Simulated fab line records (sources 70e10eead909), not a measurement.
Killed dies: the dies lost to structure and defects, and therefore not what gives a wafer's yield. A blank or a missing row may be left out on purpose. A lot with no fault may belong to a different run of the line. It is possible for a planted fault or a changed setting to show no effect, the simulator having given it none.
Which tool was responsible? + flow nandHarc + 7 lots, 21 wafers sampled, at 1 step of a route of 1159

## WHAT EACH GAUGE READ, for each wafer
NHARC_P_M2_THK_MEAS_24: measures by xrf.
| lot  | measured     | on           | thkNm (nm)        |
|------|--------------|--------------|-------------------|
| L802 | day 6 07:56  | filmMetro-01 | 144.7 142.8 145.4 |
| L804 | day 6 21:04  | filmMetro-02 | 146.1 148.8 145.2 |
| L809 | day 8 14:15  | filmMetro-02 | 146.5 148.4 146.4 |
| L817 | day 10 08:32 | filmMetro-02 | 142.5 142.0 140.2 |
| L818 | day 10 10:23 | filmMetro-01 | 142.3 142.5 142.6 |
| L821 | day 11 04:02 | filmMetro-01 | 147.4 144.9 146.8 |
| L824 | day 11 17:41 | filmMetro-02 | 143.2 146.6 145.9 |

## EACH LOT AND THE TOOL THAT RAN IT (in order: tool; ch and the chambers of the sampled wafers; start)
No process step before these readings appears in the record.

## THE ANSWER, worked out from the rows above alone
Rule: what is usual is taken from the lots themselves. The widest of any qualifying gaps counts: lots, ordered by their means at a reading, are off when they make up no more than a third of the lots, leave a main group of 4 or more, and stand apart from it by 3 or more times the standard deviation of that group's means. Not used: any main group whose means are identical at the precision the tables above print for the reading. Also off: a lot with no number at a reading for which 4 or more lots have one. Any other lot the step has rows for is counted as sound.
Across all readings shown, no lot is off: no conclusion can be drawn from this.

## WHAT THE SIMULATOR HAD PUT IN
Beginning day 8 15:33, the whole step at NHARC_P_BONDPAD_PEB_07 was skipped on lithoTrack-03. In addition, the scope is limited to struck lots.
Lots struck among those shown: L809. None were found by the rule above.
